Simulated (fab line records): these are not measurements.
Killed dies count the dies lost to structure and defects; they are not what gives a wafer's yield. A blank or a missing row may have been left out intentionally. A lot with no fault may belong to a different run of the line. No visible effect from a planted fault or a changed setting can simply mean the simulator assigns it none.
A struck lot beside a sound one | flow n5Finfet | 38 out of 1938 route steps
Sound: wafers L802.4, L802.5, L802.6. Struck: wafer L811.6 (left out: L811.1, a lot-mate that was not struck); the cause follows at the end.
Order at every step that has rows: each side's tool, ch and its chambers, its first start. Under that, the readings that differ: sound wafers | struck wafers | difference of the means | sigmas: that difference in standard deviations of wafers without a fault.
alike: words and numbers the same on both sides, and readings whose means are apart by under 2 such deviations; not compared: readings that were withheld, readings missing a value for some wafer, numbers with overlapping values and no deviation given by the record, and bounds like >300 which may hide the same value.
Wherever a step has rows on one side only, a row that says differs or no value, or a row with sigmas, the two part there. Non-overlapping numbers with no deviation appear without sigmas and do not part them. A reading that every wafer of one side lacks parts them only if that side has two wafers or more.

first, 10 steps without rows for these wafers: N5_MOL_CONTACT_COAG_SPUTTER_143 (material Co, target thk 2.5 nm); N5_MOL_CONTACT_COAG_CO_FILL_22 (material Co, precursor CCTBA/H2, target thk 20 nm); N5_MOL_CONTACT_COAG_ANNEAL_113 (time 300 s); N5_MOL_CONTACT_COAG_PRE_CLEAN_142 (time 60 s); N5_MOL_CONTACT_COAG_SPUTTER_130 (material Co, target thk 47.5 nm); N5_MOL_CONTACT_COAG_PRECLEAN_125 (cleans in DIW, time 57.5 s); N5_MOL_CONTACT_COAG_SRD_126 (dry time 32 s); N5_MOL_CONTACT_COAG_CMP_23 (polishes, stops on SiO2, t overpolish 1.5 s, target thk 0 nm); N5_MOL_CONTACT_COAG_WET_ETCH_26 (target Co, target depth 13 nm); N5_MOL_CONTACT_COAG_WET_ETCH_116 (etches the open film in SC1-inhibited, target depth 4.6 nm, rinse time 30 s).
N5_MOL_CONTACT_COAG_ALD_27: deposits SiOC, target thk 17 nm, pulse time 1.5 s, time 2720 s.
  sound on aldSin-01 ch 1,2, day 4 22:55; struck on aldSin-01 ch 1, day 7 06:54
reading                                          | sound                | struck | difference | sigmas
aldCycles                                        | 340 340 340          | 262    | -78        | 
runLengthS (s)                                   | 2769.7 2769.5 2770.2 | 2145.9 | -623.9     | -99 or more
timeS (s)                                        | 2720 2720 2720       | 2096   | -624       | 
model.SiOC_of_MOL_CONTACT_COAG_ALD_27.thkNm (nm) | 17 16.8 17           | 13.2   | -3.7       | 
  alike: heaterPowerW, precursorPulseHeightRel
then, 25 steps without rows for these wafers: N5_MOL_CONTACT_COAG_CMP_28 (polishes, stops on SiNx, t overpolish 0.85 s, target thk 14.522 nm); N5_MOL_CONTACT_COAG_ALD_123 (deposits SiNx, target thk 5 nm, pulse time 1 s, purge time 2 s); N5_MOL_CONTACT_COAG_PECVD_31 (deposits SiO2 from TEOS/O2, target thk 46 nm, time 8.9 s); N5_MOL_CONTACT_COAG_COAT_75 (time 60 s, resist thk 60 nm); N5_MOL_CONTACT_COAG_COAT_76 (time 60 s, resist thk 10 nm); N5_MOL_CONTACT_COAG_COAT_77 (time 60 s, resist thk 10 nm); N5_MOL_CONTACT_COAG_COAT_78 (resist thk 40 nm); N5_MOL_CONTACT_COAG_EBR_80; N5_MOL_CONTACT_COAG_SOFTBAKE_79 (time 60 s); N5_MOL_CONTACT_COAG_EXPOSE_81 (exposes mask VG, defocus 0 nm); N5_MOL_CONTACT_COAG_PEB_82 (peb time 60 s); N5_MOL_CONTACT_COAG_DEVELOP_83 (develop time 30 s); N5_MOL_CONTACT_COAG_DESCUM_88 (chemistry O2, time 7 s); N5_MOL_CONTACT_COAG_ETCH_89 (etches underlayer in N2/H2, target depth 13 nm, time 10.4 s); N5_MOL_CONTACT_COAG_ETCH_90 (etches SiARC in CF4, target depth 13 nm, time 21.7 s); N5_MOL_CONTACT_COAG_ALD_131 (deposits SiO2, target thk 5 nm, pulse time 1 s, co reactant pulse time 1 s); N5_MOL_CONTACT_COAG_ETCHBACK_132 (etches SiO2 in CHF3, target depth 10 nm, time 6.7 s); N5_MOL_CONTACT_COAG_ETCH_91 (etches SOC in N2/H2, target depth 60 nm, overetch 21 nm, time 101.2 s); N5_MOL_CONTACT_COAG_STRIP_92 (strips in N2/H2); N5_MOL_CONTACT_COAG_STRIP_93 (strips in N2/H2); N5_MOL_CONTACT_COAG_ETCHBACK_135 (etches SiO2 in CHF3, target depth 25 nm, time 16.7 s); N5_MOL_CONTACT_COAG_STRIP_118 (strips in CHF3); N5_MOL_CONTACT_COAG_VIA_ETCH_46 (etches SiO2 in C4F6/O2, target depth 46 nm, overetch 9.2 nm, time 40 s); N5_MOL_CONTACT_COAG_STRIP_96 (strips in N2/H2); N5_MOL_CONTACT_COAG_ETCH_47 (etches SiNx in CH3F/O2, stops on W, target depth 27 nm).
N5_MOL_CONTACT_COAG_ETCH_48: etches SiOC in C4F6/O2, target depth 15 nm, overetch 4.5 nm, time 17 s.
  sound on rieDiel-06 ch 0,1, day 5 04:53; struck on rieDiel-05 ch 3, day 7 12:01
reading         | sound             | struck | difference | sigmas
rfFwdPowerW (W) | 328.2 329.5 333.6 | 334.0  | +3.6       | +2
  alike: drypumpMotorCurrentA, oesProductAu, rfVppV, showerheadPlenumPTorr, throttleValvePct
  not compared: rfHoursCounterH, model.etch.depthNm
-- record jumps: 3 days separate the struck wafers' starts on either side; left off in module MOL_CONTACT_COAG, taken up again in module BEOL_M4, whose first shown step is the route's number 1111 --
N5_BEOL_M4_RC_MEAS_101:
  sound on prober-02 ch 0, day 8 01:53; struck on prober-01 ch 0, day 10 08:47
reading       | sound          | struck | difference | sigmas
SS_N (mV/dec) | 70.5 71.3 70.0 | 71.9   | +1.3       | +2
  alike: DIBL_N, DIBL_P, IOFF_N, IOFF_P, ION_N, ION_P, SS_P, VT_N, VT_P

== WHERE THEY PART ==
At N5_MOL_CONTACT_COAG_ALD_27 first; at N5_BEOL_M4_RC_MEAS_101 last (within this record only).

WHY: what the simulator had put in
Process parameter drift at N5_MOL_CONTACT_COAG_ALD_27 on aldSin-01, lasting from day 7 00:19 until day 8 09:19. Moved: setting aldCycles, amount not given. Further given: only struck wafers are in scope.
